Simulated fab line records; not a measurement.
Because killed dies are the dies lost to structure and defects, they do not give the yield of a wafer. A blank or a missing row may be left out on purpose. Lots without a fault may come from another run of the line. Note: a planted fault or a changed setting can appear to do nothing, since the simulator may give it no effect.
Which tool is to blame? / flow n5-finfet / 10 lots, 29 wafers sampled, at 5 steps of a route of 1938

WHAT THE GAUGES READ, wafer by wafer
No reading from a measuring or inspecting step in the record can be judged against a usual standard deviation.

WHICH TOOL RAN EACH LOT (tool, then ch and the chambers of the sampled wafers, then the start)
lot=L641; N5_BEOL_M9_ETCH_65=rie-diel-02 ch 0,1,3, day 10 15:58; N5_BEOL_M9_DEGAS_44=pvd-sputter-03, day 10 17:02; N5_BEOL_M9_ALD_74=ald-metal-04 ch 1,2,3, day 10 17:16; N5_BEOL_M9_SPUTTER_48=pvd-sputter-01, day 10 17:58; N5_PASSIVATION_PROBE_49=-
lot=L642; N5_BEOL_M9_ETCH_65=rie-diel-02 ch 0,2,3, day 10 17:08; N5_BEOL_M9_DEGAS_44=pvd-sputter-03, day 10 18:09; N5_BEOL_M9_ALD_74=ald-metal-02 ch 0,2,3, day 10 18:16; N5_BEOL_M9_SPUTTER_48=pvd-sputter-03, day 10 18:46; N5_PASSIVATION_PROBE_49=-
lot=L650; N5_BEOL_M9_ETCH_65=rie-diel-02 ch 0,1,2, day 15 19:54; N5_BEOL_M9_DEGAS_44=pvd-sputter-01, day 15 20:56; N5_BEOL_M9_ALD_74=ald-metal-04 ch 1,2,3, day 15 21:02; N5_BEOL_M9_SPUTTER_48=pvd-sputter-02, day 15 22:31; N5_PASSIVATION_PROBE_49=-
lot=L658; N5_BEOL_M9_ETCH_65=rie-diel-03 ch 0,3, day 16 04:09; N5_BEOL_M9_DEGAS_44=pvd-sputter-03, day 16 05:37; N5_BEOL_M9_ALD_74=ald-metal-01 ch 1,2, day 16 05:44; N5_BEOL_M9_SPUTTER_48=pvd-sputter-03, day 16 06:16; N5_PASSIVATION_PROBE_49=-
lot=L656; N5_BEOL_M9_ETCH_65=rie-diel-02 ch 0,2,3, day 16 04:19; N5_BEOL_M9_DEGAS_44=pvd-sputter-03, day 16 06:07; N5_BEOL_M9_ALD_74=ald-metal-02 ch 0,1,3, day 16 06:13; N5_BEOL_M9_SPUTTER_48=pvd-sputter-01, day 16 06:42; N5_PASSIVATION_PROBE_49=-
lot=L653; N5_BEOL_M9_ETCH_65=rie-diel-04 ch 0,1,3, day 16 08:43; N5_BEOL_M9_DEGAS_44=pvd-sputter-01, day 16 09:50; N5_BEOL_M9_ALD_74=ald-metal-02 ch 0,2,3, day 16 10:00; N5_BEOL_M9_SPUTTER_48=pvd-sputter-02, day 16 10:31; N5_PASSIVATION_PROBE_49=prober-01, day 19 16:56
lot=L652; N5_BEOL_M9_ETCH_65=rie-diel-03 ch 0,3, day 16 12:20; N5_BEOL_M9_DEGAS_44=pvd-sputter-03, day 16 14:28; N5_BEOL_M9_ALD_74=ald-metal-01 ch 0,3, day 16 14:36; N5_BEOL_M9_SPUTTER_48=pvd-sputter-01, day 16 15:08; N5_PASSIVATION_PROBE_49=prober-01, day 20 03:37
lot=L657; N5_BEOL_M9_ETCH_65=rie-diel-04 ch 1,3, day 16 13:48; N5_BEOL_M9_DEGAS_44=pvd-sputter-03, day 16 14:47; N5_BEOL_M9_ALD_74=ald-metal-04 ch 3, day 16 14:53; N5_BEOL_M9_SPUTTER_48=pvd-sputter-01, day 16 15:25; N5_PASSIVATION_PROBE_49=-
lot=L659; N5_BEOL_M9_ETCH_65=rie-diel-03 ch 0,2,3, day 16 16:37; N5_BEOL_M9_DEGAS_44=pvd-sputter-03, day 16 19:04; N5_BEOL_M9_ALD_74=ald-metal-01 ch 2,3, day 16 19:22; N5_BEOL_M9_SPUTTER_48=pvd-sputter-02, day 16 20:17; N5_PASSIVATION_PROBE_49=-
lot=L654; N5_BEOL_M9_ETCH_65=rie-diel-03 ch 0,2,3, day 16 22:12; N5_BEOL_M9_DEGAS_44=pvd-sputter-02, day 16 23:22; N5_BEOL_M9_ALD_74=ald-metal-04 ch 0,1,3, day 16 23:28; N5_BEOL_M9_SPUTTER_48=pvd-sputter-02, day 17 00:01; N5_PASSIVATION_PROBE_49=-
- N5_BEOL_M9_ETCH_65: etches SiARC in CF4, target depth 15.6 nm, time 26 s.
- N5_BEOL_M9_DEGAS_44: time 60 s.
- N5_BEOL_M9_ALD_74: deposits TaN, target thk 2 nm, pulse time 2 s, purge time 3 s.
- N5_BEOL_M9_SPUTTER_48: material Cu, target thk 12 nm, time 2 s.
- N5_PASSIVATION_PROBE_49

AS READ BY THE TOOLS THEMSELVES (means over the sampled wafers that have a number; for cases with no such wafer, the mark the record gives instead)
N5_BEOL_M9_ETCH_65. Usual: drypump-motor-current-A is 5.9 A with standard deviation 0.4, etch-rf-on-time-s is 26.0 s with standard deviation 0.42, oes-product-au is 0.67 a.u. with standard deviation 0.068, rf-fwd-power-W is 532.1 W with standard deviation 1.8, rf-vpp-V is 184.1 V with standard deviation 1.1, showerhead-plenum-p-Torr is 2.14 Torr with standard deviation 0.064, and throttle-valve-pct is 15.58 % with standard deviation 0.2.
lot=L641; tool=rie-diel-02; drypump-motor-current-A (A)=6.1; etch-rf-on-time-s (s)=25.9; oes-product-au (a.u.)=0.64; rf-fwd-power-W (W)=533.6; rf-vpp-V (V)=184.4; showerhead-plenum-p-Torr (Torr)=2.17; throttle-valve-pct (%)=15.55; flag=
lot=L642; tool=rie-diel-02; drypump-motor-current-A (A)=6.1; etch-rf-on-time-s (s)=25.9; oes-product-au (a.u.)=0.68; rf-fwd-power-W (W)=530.9; rf-vpp-V (V)=184.7; showerhead-plenum-p-Torr (Torr)=2.18; throttle-valve-pct (%)=15.47; flag=
lot=L650; tool=rie-diel-02; drypump-motor-current-A (A)=6.3; etch-rf-on-time-s (s)=25.8; oes-product-au (a.u.)=0.62; rf-fwd-power-W (W)=530.3; rf-vpp-V (V)=184.4; showerhead-plenum-p-Torr (Torr)=2.12; throttle-valve-pct (%)=15.57; flag=
lot=L658; tool=rie-diel-03; drypump-motor-current-A (A)=5.5; etch-rf-on-time-s (s)=26.3; oes-product-au (a.u.)=0.63; rf-fwd-power-W (W)=532.4; rf-vpp-V (V)=182.2; showerhead-plenum-p-Torr (Torr)=2.09; throttle-valve-pct (%)=15.85; flag=
lot=L656; tool=rie-diel-02; drypump-motor-current-A (A)=6.0; etch-rf-on-time-s (s)=26.3; oes-product-au (a.u.)=0.65; rf-fwd-power-W (W)=530.6; rf-vpp-V (V)=184.1; showerhead-plenum-p-Torr (Torr)=2.17; throttle-valve-pct (%)=15.54; flag=
lot=L653; tool=rie-diel-04; drypump-motor-current-A (A)=5.7; etch-rf-on-time-s (s)=26.0; oes-product-au (a.u.)=0.65; rf-fwd-power-W (W)=532.1; rf-vpp-V (V)=183.8; showerhead-plenum-p-Torr (Torr)=2.08; throttle-valve-pct (%)=15.64; flag=
lot=L652; tool=rie-diel-03; drypump-motor-current-A (A)=5.6; etch-rf-on-time-s (s)=26.6; oes-product-au (a.u.)=0.67; rf-fwd-power-W (W)=532.0; rf-vpp-V (V)=184.0; showerhead-plenum-p-Torr (Torr)=2.13; throttle-valve-pct (%)=15.70; flag=
lot=L657; tool=rie-diel-04; drypump-motor-current-A (A)=5.8; etch-rf-on-time-s (s)=25.8; oes-product-au (a.u.)=0.69; rf-fwd-power-W (W)=533.2; rf-vpp-V (V)=183.0; showerhead-plenum-p-Torr (Torr)=2.06; throttle-valve-pct (%)=15.59; flag=
lot=L659; tool=rie-diel-03; drypump-motor-current-A (A)=5.6; etch-rf-on-time-s (s)=26.4; oes-product-au (a.u.)=0.68; rf-fwd-power-W (W)=532.3; rf-vpp-V (V)=184.2; showerhead-plenum-p-Torr (Torr)=2.11; throttle-valve-pct (%)=15.75; flag=
lot=L654; tool=rie-diel-03; drypump-motor-current-A (A)=5.6; etch-rf-on-time-s (s)=26.2; oes-product-au (a.u.)=0.68; rf-fwd-power-W (W)=534.2; rf-vpp-V (V)=183.1; showerhead-plenum-p-Torr (Torr)=2.11; throttle-valve-pct (%)=15.73; flag=

N5_BEOL_M9_DEGAS_44. Usual: heater-power-w 343 W, standard deviation 28; susceptor-temp-C 250.01 C, standard deviation 0.16.
lot=L641; tool=pvd-sputter-03; heater-power-w (W)=344; susceptor-temp-C (C)=249.22; flag=OFF
lot=L642; tool=pvd-sputter-03; heater-power-w (W)=351; susceptor-temp-C (C)=249.05; flag=OFF
lot=L650; tool=pvd-sputter-01; heater-power-w (W)=330; susceptor-temp-C (C)=249.94; flag=
lot=L658; tool=pvd-sputter-03; heater-power-w (W)=349; susceptor-temp-C (C)=250.03; flag=
lot=L656; tool=pvd-sputter-03; heater-power-w (W)=327; susceptor-temp-C (C)=249.89; flag=
lot=L653; tool=pvd-sputter-01; heater-power-w (W)=349; susceptor-temp-C (C)=250.10; flag=
lot=L652; tool=pvd-sputter-03; heater-power-w (W)=332; susceptor-temp-C (C)=249.99; flag=
lot=L657; tool=pvd-sputter-03; heater-power-w (W)=336; susceptor-temp-C (C)=250.04; flag=
lot=L659; tool=pvd-sputter-03; heater-power-w (W)=376; susceptor-temp-C (C)=250.01; flag=
lot=L654; tool=pvd-sputter-02; heater-power-w (W)=340; susceptor-temp-C (C)=250.07; flag=

N5_BEOL_M9_ALD_74. Usual: heater-power-outer-w 223 W, standard deviation 28; heater-power-w 403 W, standard deviation 42; precursor-vessel-temp-c 75.00 C, standard deviation 0.13.
lot=L641; tool=ald-metal-04; heater-power-outer-w (W)=222; heater-power-w (W)=406; precursor-vessel-temp-c (C)=75.04; flag=
lot=L642; tool=ald-metal-02; heater-power-outer-w (W)=225; heater-power-w (W)=404; precursor-vessel-temp-c (C)=75.05; flag=
lot=L650; tool=ald-metal-04; heater-power-outer-w (W)=224; heater-power-w (W)=409; precursor-vessel-temp-c (C)=75.03; flag=
lot=L658; tool=ald-metal-01; heater-power-outer-w (W)=257; heater-power-w (W)=450; precursor-vessel-temp-c (C)=75.10; flag=
lot=L656; tool=ald-metal-02; heater-power-outer-w (W)=214; heater-power-w (W)=393; precursor-vessel-temp-c (C)=74.98; flag=
lot=L653; tool=ald-metal-02; heater-power-outer-w (W)=221; heater-power-w (W)=407; precursor-vessel-temp-c (C)=74.92; flag=
lot=L652; tool=ald-metal-01; heater-power-outer-w (W)=227; heater-power-w (W)=383; precursor-vessel-temp-c (C)=74.97; flag=
lot=L657; tool=ald-metal-04; heater-power-outer-w (W)=224; heater-power-w (W)=416; precursor-vessel-temp-c (C)=74.97; flag=
lot=L659; tool=ald-metal-01; heater-power-outer-w (W)=254; heater-power-w (W)=419; precursor-vessel-temp-c (C)=75.12; flag=
lot=L654; tool=ald-metal-04; heater-power-outer-w (W)=207; heater-power-w (W)=377; precursor-vessel-temp-c (C)=75.05; flag=

N5_BEOL_M9_SPUTTER_48. Usual: chamber-pressure-pa 0.13004 Pa, standard deviation 0.00026; chuck-gas-flow-sccm 1.26 sccm, standard deviation 0.052; throttle-valve-pct 30.2 %, standard deviation 1.3.
lot=L641; tool=pvd-sputter-01; chamber-pressure-pa (Pa)=0.13022; chuck-gas-flow-sccm (sccm)=1.27; throttle-valve-pct (%)=29.9; flag=
lot=L642; tool=pvd-sputter-03; chamber-pressure-pa (Pa)=0.12995; chuck-gas-flow-sccm (sccm)=1.27; throttle-valve-pct (%)=29.7; flag=
lot=L650; tool=pvd-sputter-02; chamber-pressure-pa (Pa)=0.12995; chuck-gas-flow-sccm (sccm)=1.28; throttle-valve-pct (%)=29.9; flag=
lot=L658; tool=pvd-sputter-03; chamber-pressure-pa (Pa)=0.13007; chuck-gas-flow-sccm (sccm)=1.28; throttle-valve-pct (%)=30.4; flag=
lot=L656; tool=pvd-sputter-01; chamber-pressure-pa (Pa)=0.13010; chuck-gas-flow-sccm (sccm)=1.22; throttle-valve-pct (%)=31.5; flag=
lot=L653; tool=pvd-sputter-02; chamber-pressure-pa (Pa)=0.12999; chuck-gas-flow-sccm (sccm)=1.22; throttle-valve-pct (%)=29.6; flag=
lot=L652; tool=pvd-sputter-01; chamber-pressure-pa (Pa)=0.12995; chuck-gas-flow-sccm (sccm)=1.22; throttle-valve-pct (%)=30.0; flag=
lot=L657; tool=pvd-sputter-01; chamber-pressure-pa (Pa)=0.12989; chuck-gas-flow-sccm (sccm)=1.31; throttle-valve-pct (%)=31.0; flag=
lot=L659; tool=pvd-sputter-02; chamber-pressure-pa (Pa)=0.13003; chuck-gas-flow-sccm (sccm)=1.27; throttle-valve-pct (%)=30.0; flag=
lot=L654; tool=pvd-sputter-02; chamber-pressure-pa (Pa)=0.13004; chuck-gas-flow-sccm (sccm)=1.27; throttle-valve-pct (%)=28.9; flag=

N5_PASSIVATION_PROBE_49. Usual: defect-limited-yield 91.2 %, standard deviation 1.4; killed_at_M0_to_M3 36, standard deviation 10; killed_at_M4_up 13, standard deviation 5.1; killed-at-contacts 12, standard deviation 5.4; killed-at-front-end 39, standard deviation 11; killed-at-other 3.5, standard deviation 2.4; killed-dies 104, standard deviation 17; killed-open 67, standard deviation 13; killed-short 36, standard deviation 8.3; sort_bin_5_function 5.2 %, standard deviation 0.98; sort_bin_6_memory 3.3 %, standard deviation 0.68; sort-n-pass 1076, standard deviation 17; sort-yield-pct 91.2 %, standard deviation 1.4.
lot=L653; tool=prober-01; defect-limited-yield (%)=89.9; killed_at_M0_to_M3=48; killed_at_M4_up=16; killed-at-contacts=12; killed-at-front-end=42; killed-at-other=1.3; killed-dies=119; killed-open=81; killed-short=37; sort_bin_5_function (%)=5.5; sort_bin_6_memory (%)=4.1; sort-n-pass=1061; sort-yield-pct (%)=89.9; flag=
lot=L652; tool=prober-01; defect-limited-yield (%)=91.4; killed_at_M0_to_M3=47; killed_at_M4_up=13; killed-at-contacts=8; killed-at-front-end=31; killed-at-other=2.7; killed-dies=101; killed-open=66; killed-short=35; sort_bin_5_function (%)=5.2; sort_bin_6_memory (%)=3.0; sort-n-pass=1079; sort-yield-pct (%)=91.4; flag=

THE ANSWER, worked out from the rows above alone
Rule: a lot is off if the mean of its wafers that have a number lies more than 3 standard deviations from the usual mean. A lot without any number at a reading at which 4 lots or more have one is off too. Any other lot the step has rows for is counted as sound. After the gauges, taken in route order, come the tools' own readings; for these a lot's mean is taken, as printed above. At the first step where some lot is off, the reading lying furthest off is the one used; lots without a number count as furthest.
Off: L641, L642 (N5_BEOL_M9_DEGAS_44, susceptor-temp-C).
If a tool, at that step or one of the process steps before it, ran each lot that is off and ran no sound lot following the first of them, it fits. Not one of the candidates tried fits.

WHAT THE SIMULATOR PUT IN
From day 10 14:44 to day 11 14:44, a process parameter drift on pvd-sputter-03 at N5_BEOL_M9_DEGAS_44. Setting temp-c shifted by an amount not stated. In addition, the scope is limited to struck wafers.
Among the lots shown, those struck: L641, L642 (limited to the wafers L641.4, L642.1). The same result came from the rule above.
